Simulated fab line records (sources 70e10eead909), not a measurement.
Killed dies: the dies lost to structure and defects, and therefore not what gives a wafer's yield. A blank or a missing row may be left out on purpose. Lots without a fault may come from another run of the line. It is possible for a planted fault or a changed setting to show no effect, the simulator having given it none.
3 desks, one fault -- flow nand harc -- numbers are kept per desk, each desk with only its own; the story behind them comes last

## THE DEFECT DESK
What the inspections along the route counted, lot by lot: means of the sampled wafers that have a number. Marked OUT: a lot whose mean sits more than 4 standard deviations from the usual mean, which makes it out of limits; the brackets give that distance.
Columns: A = raw defect count at NHARC_A_CHANNEL_HOLE_D1_INSPECT_12, usual 6.0; B = raw defect count at NHARC_A_CHANNEL_HOLE_D1_INSPECT_40, usual 62
lot,first seen here,A,B
L847,day 8 22:19,5.0,50
L850,day 9 06:14,4.3,72
L851,day 9 19:12,10.3,81
L854,day 10 12:44,6.7,69
L855,day 10 17:43,8.7,54
L856,day 10 17:59,4.3,49
L859,day 11 09:24,9.3,66
L857,day 11 09:40,6.0,57
L858,day 11 11:20,1425.7 (+99 or more) OUT,1490 (+71) OUT
L861,day 12 10:15,1467.0 (+99 or more) OUT,1490 (+71) OUT
L864,day 12 17:49,7.0,78
L867,day 13 15:47,6.3,53
This desk finds L858, L861 out of limits, L858 being first, at day 11 11:20 (raw defect count at NHARC_A_CHANNEL_HOLE_D1_INSPECT_12). Within limits: L847, L850, L851, L854, L855, L856, L859, L857, L864, L867.

## FROM THE METROLOGY DESK
What the gauges read, lot by lot, whatever tool the lot ran on: means of the sampled wafers that have a number. Marked OUT: a lot whose mean sits more than 4 standard deviations from the usual mean, which makes it out of limits; the brackets give that distance.
Columns: A = thk nm at NHARC_A_ONON_D1_THK_MEAS_11, usual 1001 nm; B = overlay x nm at NHARC_A_CHANNEL_HOLE_D1_OVL_MEAS_11, usual -0.2 nm; C = overlay y nm at NHARC_A_CHANNEL_HOLE_D1_OVL_MEAS_11, usual 0.0 nm
lot,first seen here,A,B,C
L847,day 8 08:19,1008,0.2,0.1
L850,day 8 15:18,990,-1.3,-0.7
L851,day 9 04:10,997,-1.4,-0.8
L854,day 9 20:58,1011,-0.4,0.7
L855,day 10 02:05,1002,-1.2,1.7
L856,day 10 02:05,1016,0.1,-0.8
L859,day 10 20:07,997,-0.6,1.1
L857,day 10 20:08,1013,1.0,-0.1
L858,day 10 20:10,1018,-0.1,-0.8
L861,day 11 20:09,996,-1.9,-0.6
L864,day 12 04:16,999,-0.1,0.4
L867,day 13 00:41,990,-1.0,0.0
This desk found nothing out of limits on any of the 12 lots.

## DESK OF THE TOOL OWNER: acl dep-02
The tool's own readings at NHARC_A_CHANNEL_HOLE_D1_DEP_00 (deposits aC, target thk 3100 nm): means of the sampled wafers that have a number, for each lot that ran on this tool. Marked OUT: a lot whose mean sits more than 4 standard deviations from the usual mean, which makes it out of limits; the brackets give that distance.
Columns: A = throttle valve pct at NHARC_A_CHANNEL_HOLE_D1_DEP_00, usual 35.000 %
lot,first seen here,A
L854,day 10 09:43,34.996
L855,day 10 16:02,35.004
L858,day 11 08:18,35.000
L861,day 12 07:31,35.005
This desk found nothing out of limits on any of the 4 lots.

## TAKEN TOGETHER
The defect desk could have raised an alarm at day 11 11:20, on L858, L861.
The metrology desk saw nothing out of limits.
The tool owner's desk saw nothing out of limits.
The metrology desk holds a record of L858, L861, inside its limits.
On record at the tool owner's desk: L858, L861, within its limits.
On acl dep-02, each named lot ran NHARC_A_CHANNEL_HOLE_D1_DEP_00.

## WHAT THE SIMULATOR HAD INSERTED
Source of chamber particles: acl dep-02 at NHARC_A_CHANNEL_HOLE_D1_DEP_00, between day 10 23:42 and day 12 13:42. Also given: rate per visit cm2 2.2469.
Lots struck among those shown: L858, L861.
Hours from the fault's start to each desk's first reading out of limits: the defect desk, 12.
